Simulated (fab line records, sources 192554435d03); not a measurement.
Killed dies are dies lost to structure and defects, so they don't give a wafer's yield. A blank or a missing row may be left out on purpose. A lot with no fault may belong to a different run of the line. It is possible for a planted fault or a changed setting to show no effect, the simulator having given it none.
Split-lot study | flow n5-finfet | route with 1938 steps; 7 lots, 21 wafers read

== SPLIT DETAILS ==
At N5_MOL_CONTACT_COAG_COAT_02 (resist thk 30 nm), the setting spin-rpm was moved away from the recipe's 1500 rpm on 7 of the 21 wafers read, by -10.3% to +10.1%. The other wafers ran this setting at the recipe's value.

== FROM THE SPLIT TO THE READING: what the file shows between them, 3 steps ==
- N5_MOL_CONTACT_COAG_EBR_04
- N5_MOL_CONTACT_COAG_SOFTBAKE_03: time 60 s
- N5_MOL_CONTACT_COAG_DESCUM_13: chemistry O2, time 7 s

== THE READING ==
CAR-EUV_of_MOL_CONTACT_COAG_COAT_02.thk-nm (the simulator's own value, which no gauge read), in nm, at N5_MOL_CONTACT_COAG_ETCH_59 (etches underlayer in N2/H2, target depth 13 nm, time 10.4 s). There is no usual value for it anywhere in the file. Here, 14 wafers ran the recipe; their average is 14.5 nm with a standard deviation of 0.19 nm.

wafer  | tool, chamber at the split | spin-rpm as run, rpm | against the recipe | CAR-EUV_of_MOL_CONTACT_COAG_COAT_02.thk-nm, nm | against lot-mates on the recipe
L082.4 | litho-track-01, 0          | 1500                 | recipe             | 14.2                                           | -
L082.5 | litho-track-01, 0          | 1500                 | recipe             | 14.2                                           | -
L082.6 | litho-track-01, 0          | 1582                 | +5.5%              | 13.8                                           | -0.4
L088.2 | litho-track-05, 0          | 1500                 | recipe             | 14.8                                           | -
L088.3 | litho-track-05, 0          | 1500                 | recipe             | 14.4                                           | -
L088.5 | litho-track-05, 0          | 1500                 | recipe             | 14.6                                           | -
L090.2 | litho-track-05, 0          | 1500                 | recipe             | 14.4                                           | -
L090.4 | litho-track-05, 0          | 1500                 | recipe             | 14.6                                           | -
L090.6 | litho-track-05, 0          | 1651                 | +10.1%             | 13.4                                           | -1.1
L092.3 | litho-track-05, 0          | 1500                 | recipe             | 14.4                                           | -
L092.4 | litho-track-05, 0          | 1500                 | recipe             | 14.6                                           | -
L092.6 | litho-track-05, 0          | 1500                 | recipe             | 14.6                                           | -
L091.1 | litho-track-05, 0          | 1500                 | recipe             | 14.4                                           | -
L091.4 | litho-track-05, 0          | 1500                 | recipe             | 14.8                                           | -
L091.6 | litho-track-05, 0          | 1374                 | -8.4%              | 16                                             | +1.4
L095.1 | litho-track-01, 0          | 1641                 | +9.4%              | 13                                             | no lot-mate on the recipe
L095.2 | litho-track-01, 0          | 1641                 | +9.4%              | 13                                             | no lot-mate on the recipe
L095.5 | litho-track-01, 0          | 1641                 | +9.4%              | 13                                             | no lot-mate on the recipe
L096.1 | litho-track-03, 0          | 1345                 | -10.3%             | 16.6                                           | +1.9
L096.3 | litho-track-03, 0          | 1500                 | recipe             | 14.6                                           | -
L096.5 | litho-track-03, 0          | 1500                 | recipe             | 14.8                                           | -

FIT RESULTS
A straight line over all 21 wafers: CAR-EUV_of_MOL_CONTACT_COAG_COAT_02.thk-nm changes by -0.163 nm for each +1% of spin-rpm; r = -0.97; the points scatter about the line by 0.22 nm.
The same after taking each lot's own level away (the mean of its wafers on the recipe; 18 wafers): -0.144 nm for each +1%; r = -0.96; scatter 0.19 nm.
On that fit, the largest move of spin-rpm shifts the reading by 1.5 nm.
Measured against the standard deviation above, the lots' own levels, which go from 14.20 to 14.70 nm, span 2.6 times it.
In other words, the slope is changed by the lot-to-lot level; the two fits disagree.
Check: +1.35 nm against its lot-mates is what the line predicts for one of the wafers moved furthest among these (-10.3%) when that wafer is left out of the fit. It came out at +1.9 nm against them.

== FURTHER SPLITS ON THESE WAFERS ==
Other splits were also applied to these wafers ahead of the reading. Each is held against what the fit with the lots' levels taken away leaves over:
other split on the same wafers | wafers away from the commonest value | r with CAR-EUV_of_MOL_CONTACT_COAG_COAT_02.thk-nm (lot level and that fit taken away)
N5_SD_EPI_N_EPI_21 time-s      | 6                                    | -0.21
N5_SDB_COAT_05 spin-rpm        | 8                                    | -0.09
N5_SDB_ALD_29 ald-cycles       | 7                                    | +0.15

== THE WHOLE CHAIN: every reading that the file lists as answering this split, in the file's order ==
step                        | what it does                                                | reading                                                                                     | change (the file's fit)               | r (the file's)
N5_MOL_CONTACT_COAG_COAT_02 | resist thk 30 nm                                            | CAR-EUV_of_MOL_CONTACT_COAG_COAT_02.thk-nm (the simulator's own value, which no gauge read) | -0.152 nm for each +1% of the setting | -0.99
N5_MOL_CONTACT_COAG_ETCH_59 | etches underlayer in N2/H2, target depth 13 nm, time 10.4 s | CAR-EUV_of_MOL_CONTACT_COAG_COAT_02.thk-nm (the simulator's own value, which no gauge read) | -0.145 nm for each +1% of the setting | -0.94

== THE FILE'S OWN FIT ==
CAR-EUV_of_MOL_CONTACT_COAG_COAT_02.thk-nm changes by -0.145 nm for each +1% of spin-rpm, r = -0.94.
